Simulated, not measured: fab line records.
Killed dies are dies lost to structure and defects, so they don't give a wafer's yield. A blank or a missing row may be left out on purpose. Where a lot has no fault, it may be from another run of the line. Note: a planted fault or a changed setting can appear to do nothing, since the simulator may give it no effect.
A lot that was struck, set against a sound lot    flow nand harc    13 steps out of a route of 1159
Sound: the wafers L166.1, L166.2, L166.3. Struck: wafer L174.2 (L174.3, L174.6, from the same lot, were not struck and are left out); the cause is given at the end.
For every step that has rows: the tool of each side, followed by ch and its chambers, followed by its first start. Under that, the readings that differ: sound wafers    struck wafers    difference of the means    sigmas: that difference in standard deviations of wafers without a fault.
alike: readings with means less than 2 such deviations apart, plus words and numbers identical on both sides. not compared: withheld readings, readings lacking a value on some wafer, bounds such as >300 that could conceal the same value, and numbers that have no deviation in the record and whose values overlap.
The two part at a step that has a row with sigmas, a row that says differs or no value, or rows on one side only. Numbers that don't overlap but have no deviation are shown without sigmas and don't part them. Lack of a reading on every wafer of one side parts them only where that side has two or more wafers.

first, 1 step without rows for these wafers: NHARC_A_SLIT_SRD_20.
NHARC_A_SLIT_CD_MEAS_21:
  sound on cd sem-03, day 14 17:38; struck on cd sem-03, day 16 14:37
reading     sound              struck  difference  sigmas
cd nm (nm)  288.5 287.9 288.8  290.6   +2.2        +3
then, 3 steps without rows for these wafers: NHARC_A_SIN_REMOVE_WET_00 (chemistry H3PO4, time 15300 s); NHARC_A_SIN_REMOVE_PRECLEAN_01 (cleans in SC1); NHARC_A_SIN_REMOVE_SRD_02.
NHARC_A_SIN_REMOVE_INSPECT_04:
  sound on defect inspect-02, day 15 01:19; struck on defect inspect-02, day 16 22:19
  alike: raw defect count
NHARC_A_WL_FILL_ALD_00: deposits Al2O3, target thk 3 nm, pulse time 3 s, ald cycles 30.
  sound on ald hk-04 ch 0,2,3, day 15 01:25; struck on ald hk-04 ch 2, day 16 22:23
reading               sound  struck  difference                    sigmas
susceptor temp C (C)  - - -  299.91  no value on the sound wafers  
  alike: heater power w, precursor pulse height rel
NHARC_A_WL_FILL_RTA_01: time 5 s.
  sound on rtp anneal-01 ch 0, day 15 01:51; struck on rtp anneal-02 ch 0, day 16 22:41
reading              sound           struck  difference  sigmas
lamp_zone_3_pct (%)  33.1 33.0 33.1  34.0    +0.9        +2
  alike: lamp power pct, wafer_temp_C_max
NHARC_A_WL_FILL_ALD_02: deposits TiN, target thk 2 nm, pulse time 3 s, ald cycles 100.
  sound on ald metal-03 ch 0,1,2, day 15 02:04; struck on ald metal-03 ch 1, day 16 22:55
  alike: heater power w, precursor pulse height rel, susceptor temp C
NHARC_A_WL_FILL_CVD_03: deposits W, target thk 40 nm, time 3302 s.
  sound on cvd w-01 ch 0,1, day 15 05:49; struck on cvd w-02 ch 1, day 17 07:24
reading               sound                 struck  difference  sigmas
heater power w (W)    545 579 519           427     -121        -2
susceptor temp C (C)  300.35 300.33 300.35  299.58  -0.76       -4
  alike: throttle valve pct
NHARC_A_WL_FILL_ETCHBACK_04: etches the open film in NF3, target depth 60 nm, time 120 s.
  sound on rie metal-03 ch 0,1, day 15 09:08; struck on rie metal-03 ch 1, day 17 10:43
reading                         sound                 struck  difference  sigmas
chamber pressure mTorr (mTorr)  299.79 299.92 300.50  300.69  +0.62       +2
run length s (s)                142.1 140.9 141.8     165.9   +24.3       +66
  alike: drypump motor current A, oes product au
  not compared: rf hours counter h
NHARC_A_WL_FILL_ETCHBACK_05: etches the open film in Cl2/BCl3, target depth 22 nm, time 60 s.
  sound on rie metal-03 ch 0,1, day 15 09:22; struck on rie metal-03 ch 0, day 17 10:57
  alike: chamber pressure mTorr, drypump motor current A, oes product au, run length s
  not compared: rf hours counter h
-- break in the record here, with 4 days between the starts of the struck wafers on either side (left off in module A_WL_FILL, picked up again in module END, where the first step shown is number 1159 on the route) --
NHARC_END_SORT_01:
  sound on prober-02 ch 0, day 20 00:52; struck on prober-01 ch 0, day 21 22:55
reading              sound  struck  difference  sigmas
killed at periphery  2 0 0  6       +5          +3
  alike: killed at array, killed at other, killed dies, killed open, killed short

WHERE THEY PART
At NHARC_A_SLIT_CD_MEAS_21 first; at NHARC_END_SORT_01 last (within this record only).

WHY: whatever the simulator had introduced
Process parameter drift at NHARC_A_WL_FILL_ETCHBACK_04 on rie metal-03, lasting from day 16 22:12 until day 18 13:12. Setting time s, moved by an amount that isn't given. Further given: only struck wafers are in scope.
